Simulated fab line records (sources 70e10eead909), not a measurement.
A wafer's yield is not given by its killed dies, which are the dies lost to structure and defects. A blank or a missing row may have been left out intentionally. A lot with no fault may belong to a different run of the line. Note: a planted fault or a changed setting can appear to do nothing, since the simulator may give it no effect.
Chamber matching :: flow nand harc :: rie diel-06 running NHARC_A_CONTACT_ETCH_90: 4 sister chambers
The step etches the open film in CH3F/O2, target depth 40 nm, time 85.7 s. 4 wafers are shown with their chamber, then 11 later ones without.

## WAFERS, EACH WITH ITS CHAMBER
wafer: L089.6
chamber: 2
showerhead plenum p Torr (Torr): 2.43

wafer: L088.1
chamber: 1
showerhead plenum p Torr (Torr): 2.35

wafer: L088.3
chamber: 0
showerhead plenum p Torr (Torr): 2.65

wafer: L091.4
chamber: 3
showerhead plenum p Torr (Torr): 2.37

## WAFERS WHOSE CHAMBER IS MISSING
wafer: L091.5
showerhead plenum p Torr (Torr): 2.37

wafer: L091.6
showerhead plenum p Torr (Torr): 2.65

wafer: L092.4
showerhead plenum p Torr (Torr): 2.65

wafer: L092.5
showerhead plenum p Torr (Torr): 2.35

wafer: L092.6
showerhead plenum p Torr (Torr): 2.43

wafer: L094.1
showerhead plenum p Torr (Torr): 2.42

wafer: L094.4
showerhead plenum p Torr (Torr): 2.37

wafer: L094.5
showerhead plenum p Torr (Torr): 2.35

wafer: L097.1
showerhead plenum p Torr (Torr): 2.42

wafer: L097.3
showerhead plenum p Torr (Torr): 2.65

wafer: L097.4
showerhead plenum p Torr (Torr): 2.35

## WHICH CHAMBER EACH WENT THROUGH
wafer: L091.5
from the rows above: 3
in truth: 3

wafer: L091.6
from the rows above: 0
in truth: 0

wafer: L092.4
from the rows above: 0
in truth: 0

wafer: L092.5
from the rows above: 1
in truth: 1

wafer: L092.6
from the rows above: 2
in truth: 2

wafer: L094.1
from the rows above: 2
in truth: 2

wafer: L094.4
from the rows above: 3
in truth: 3

wafer: L094.5
from the rows above: 1
in truth: 1

wafer: L097.1
from the rows above: 2
in truth: 2

wafer: L097.3
from the rows above: 0
in truth: 0

wafer: L097.4
from the rows above: 1
in truth: 1
Correct placement for 11 of the 11. From these rows, 0 cannot be placed. Placed wrongly: 0.
How it was worked out, from the rows above alone: a wafer's distance from a chamber is the root of the sum, over the readings, of the square of ((its reading less the chamber's mean) divided by the reading's scatter). If the next closest chamber is less than 2 further off than the closest, the wafer can't be placed; otherwise it belongs to the closest. Each chamber's mean is taken over the wafers shown for it. The scatter: with one shown wafer a chamber, the root of the mean of the squares of how far each hidden wafer lies from its nearest shown one.
